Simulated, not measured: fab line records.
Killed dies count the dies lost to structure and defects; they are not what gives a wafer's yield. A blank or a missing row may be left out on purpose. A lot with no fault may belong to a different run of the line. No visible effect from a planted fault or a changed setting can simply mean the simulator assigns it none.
The tool behind it: which one?    flow n5 finfet    30 wafers from 10 lots sampled at 3 of the route's 1938 steps

== WHAT EACH GAUGE READ, for each wafer ==
N5_BEOL_M4_RC_MEAS_101.
lot   measured      on         CJ_P
L467  day 9 17:53   prober-01  5.78 5.40 5.62
L469  day 10 07:59  prober-02  5.68 5.62 5.56
L472  day 11 08:04  prober-02  5.53 5.98 5.62
L473  day 11 20:26  prober-02  6.07 5.92 5.62
L474  day 12 05:59  prober-02  5.91 5.59 5.81
L480  day 12 22:57  prober-01  6.83 6.71 6.74
L481  day 14 05:40  prober-01  6.92 6.63 7.01
L483  day 14 01:35  prober-01  5.82 5.86 5.96
L488  day 15 08:19  prober-01  5.71 5.81 5.44
L489  day 15 11:44  prober-02  5.82 5.79 5.63

== WHAT TOOL EACH LOT RAN ON (gives the tool, then ch and the chambers of the sampled wafers, and finally the start) ==
lot   N5_WELL_APT_IMPLANT_15          N5_WELL_APT_DESCUM_30
L467  implanter-02 ch 0, day 1 14:14  rie diel-01 ch 0,1,3, day 1 15:10
L469  implanter-02 ch 0, day 2 02:26  rie diel-03 ch 1,2,3, day 2 03:47
L472  implanter-01 ch 0, day 2 20:47  rie diel-03 ch 0,3, day 2 21:58
L473  implanter-02 ch 0, day 3 02:03  rie diel-01 ch 1,2, day 3 02:54
L474  implanter-02 ch 0, day 3 08:27  rie diel-04 ch 0,1,3, day 3 09:25
L480  implanter-02 ch 0, day 4 20:17  rie diel-03 ch 0,3, day 4 21:08
L481  implanter-02 ch 0, day 5 02:07  rie diel-01 ch 0,2,3, day 5 02:59
L483  implanter-01 ch 0, day 5 15:26  rie diel-03 ch 0,1,2, day 5 16:16
L488  implanter-01 ch 0, day 6 19:58  rie diel-04 ch 0,1,3, day 6 20:55
L489  implanter-01 ch 0, day 7 02:25  rie diel-03 ch 1,2, day 7 03:28
- N5_WELL_APT_IMPLANT_15
- N5_WELL_APT_DESCUM_30: chemistry O2, time 7.9 s.

== THE ANSWER, worked out from the rows above alone ==
Rule: the lots themselves supply what counts as usual. The widest of any qualifying gaps counts: lots, ordered by their means at a reading, are off when they make up no more than a third of the lots, leave a main group of 4 or more, and stand apart from it by 3 or more times the standard deviation of that group's means. If all means in a main group match to the digits the tables above print for the reading, that group is not used. Also off: a lot with no number at a reading for which 4 or more lots have one. Where the step has rows for the other lots, those lots are counted as sound.
Off: L480, L481, seen at N5_BEOL_M4_RC_MEAS_101 (CJ_P). The main group: mean 5.73, standard deviation 0.1.
If a tool, at a process step before that reading, ran all the lots that are off and no sound lot after the first of them, it fits. Gauges at N5_BEOL_M4_RC_MEAS_101: tried the same way as those tools. One fits: implanter-02 at N5_WELL_APT_IMPLANT_15. A fault onset in the window from L474 (day 3 08:27, its last sound lot) to L480 (day 4 20:17, its first lot off) fits.

== WHAT THE SIMULATOR HAD PUT IN ==
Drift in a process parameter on implanter-02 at N5_WELL_APT_IMPLANT_15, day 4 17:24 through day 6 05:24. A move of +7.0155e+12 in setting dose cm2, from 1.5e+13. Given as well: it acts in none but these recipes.
Shown lots that were struck: L480, L481. The rule given above showed the same thing.
